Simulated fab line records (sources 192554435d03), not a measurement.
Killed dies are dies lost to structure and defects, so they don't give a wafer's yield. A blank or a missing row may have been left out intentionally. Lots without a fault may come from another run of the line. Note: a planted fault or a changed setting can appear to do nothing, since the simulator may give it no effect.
A single fault, viewed from 2 desks || flow n5-finfet || only its own numbers are on each desk; what lay behind them is given at the end

== DESK OF THE TOOL OWNER: plasma-asher-01 ==
The tool's own readings at N5_STI_FIN_REVEAL_OXIDATION_33 (chemistry O2 PLASMA REMOTE, time 20 s): means of the sampled wafers that have a number, for each lot that ran on this tool. Any lot whose mean is over 4 standard deviations away from the usual mean is out of limits and marked OUT; that distance is given in the brackets.
Columns: A = chamber-pressure-mTorr at N5_STI_FIN_REVEAL_OXIDATION_33, usual 999.9 mTorr; B = drypump-motor-current-A at N5_STI_FIN_REVEAL_OXIDATION_33, usual 5.3 A; C = heater-power-w at N5_STI_FIN_REVEAL_OXIDATION_33, usual 129 W
{"lot": "L118", "first seen here": "day 2 13:00", "A": 1000.4, "B": 5.0, "C": 128}
{"lot": "L120", "first seen here": "day 3 06:26", "A": 995.1, "B": 5.1, "C": 129}
{"lot": "L138", "first seen here": "day 7 13:48", "A": 1000.4, "B": 5.2, "C": 132}
{"lot": "L140", "first seen here": "day 8 02:40", "A": 999.4, "B": 5.2, "C": 129}
{"lot": "L141", "first seen here": "day 8 06:43", "A": 1000.8, "B": 5.2, "C": 129}
Result from this desk: across the 5 lots, nothing is out of limits.

== AT THE METROLOGY DESK ==
Means of the sampled wafers that have a number, per lot and without regard to the tool the lot ran on: this is what the gauges read. Any lot whose mean is over 4 standard deviations away from the usual mean is out of limits and marked OUT; that distance is given in the brackets. 7 of its 20 readings are shown: the first one out of limits and those lying furthest out on some lot.
Columns: A = cd-nm at N5_STI_FIN_REVEAL_CD_MEAS_22, usual 6.16 nm; B = IOFF_N at N5_BEOL_M4_RC_MEAS_101, usual 0.149 nA/um; C = IOFF_N_85C at N5_BEOL_M4_RC_MEAS_101, usual 2.9 nA/um; D = IOFF_N_LIN at N5_BEOL_M4_RC_MEAS_101, usual 0.070 nA/um; E = IOFF_N_LONG at N5_BEOL_M4_RC_MEAS_101, usual 5.5e-05 nA/um; F = IOFF_P at N5_BEOL_M4_RC_MEAS_101, usual 0.20 nA/um; G = IOFF_P_LIN at N5_BEOL_M4_RC_MEAS_101, usual 0.095 nA/um
{"lot": "L118", "first seen here": "day 2 13:09", "A": 6.25, "B": 0.124, "C": 2.5, "D": 0.058, "E": 5.2e-05, "F": 0.15, "G": 0.076}
{"lot": "L120", "first seen here": "day 3 06:35", "A": 5.88, "B": 0.149, "C": 2.9, "D": 0.067, "E": 5.1e-05, "F": 0.19, "G": 0.089}
{"lot": "L135", "first seen here": "day 6 19:40", "A": "7.28 (+4.5) OUT", "B": "0.383 (+8.1) OUT", "C": "6.6 (+7.8) OUT", "D": "0.175 (+8.7) OUT", "E": "6.8e-05 (+4.8) OUT", "F": "0.41 (+6.4) OUT", "G": "0.189 (+7.3) OUT"}
{"lot": "L136", "first seen here": "day 7 02:14", "A": 7.11, "B": "0.317 (+5.8) OUT", "C": "5.6 (+5.7) OUT", "D": "0.156 (+7.2) OUT", "E": "7.0e-05 (+5.3) OUT", "F": "0.35 (+4.4) OUT", "G": "0.171 (+5.8) OUT"}
{"lot": "L137", "first seen here": "day 7 10:15", "A": 6.94, "B": "0.331 (+6.3) OUT", "C": "5.6 (+5.8) OUT", "D": "0.156 (+7.1) OUT", "E": "7.6e-05 (+7.6) OUT", "F": "0.39 (+5.9) OUT", "G": "0.195 (+7.7) OUT"}
{"lot": "L138", "first seen here": "day 7 13:58", "A": 5.92, "B": 0.131, "C": 2.6, "D": 0.061, "E": 5.5e-05, "F": 0.19, "G": 0.097}
{"lot": "L139", "first seen here": "day 7 18:53", "A": 6.14, "B": 0.173, "C": 3.3, "D": 0.081, "E": 5.8e-05, "F": 0.22, "G": 0.104}
{"lot": "L140", "first seen here": "day 8 02:50", "A": 6.41, "B": 0.190, "C": 3.6, "D": 0.086, "E": 6.1e-05, "F": 0.25, "G": 0.112}
{"lot": "L141", "first seen here": "day 8 06:54", "A": 6.14, "B": 0.141, "C": 2.8, "D": 0.067, "E": 5.8e-05, "F": 0.18, "G": 0.088}
This desk's verdict: out of limits on L135, L136, L137, starting with L135 at day 6 19:40 (cd-nm at N5_STI_FIN_REVEAL_CD_MEAS_22). Within limits: L118, L120, L138, L139, L140, L141.

== BROUGHT TOGETHER ==
On L135, L136, L137, the metrology desk was in a position to raise an alarm at day 6 19:40.
The tool owner's desk saw nothing out of limits.
The tool owner's desk has no number on record for L135, L136, L137.
N5_STI_FIN_REVEAL_OXIDATION_33 was run on plasma-asher-01 by each of the lots named.

== WHAT WAS PUT IN BY THE SIMULATOR ==
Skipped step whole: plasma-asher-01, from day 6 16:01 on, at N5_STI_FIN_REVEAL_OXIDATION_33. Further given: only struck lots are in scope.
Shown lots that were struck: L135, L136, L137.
Per desk, hours elapsed from the start of the fault to the first reading out of limits: for the metrology desk, 4.
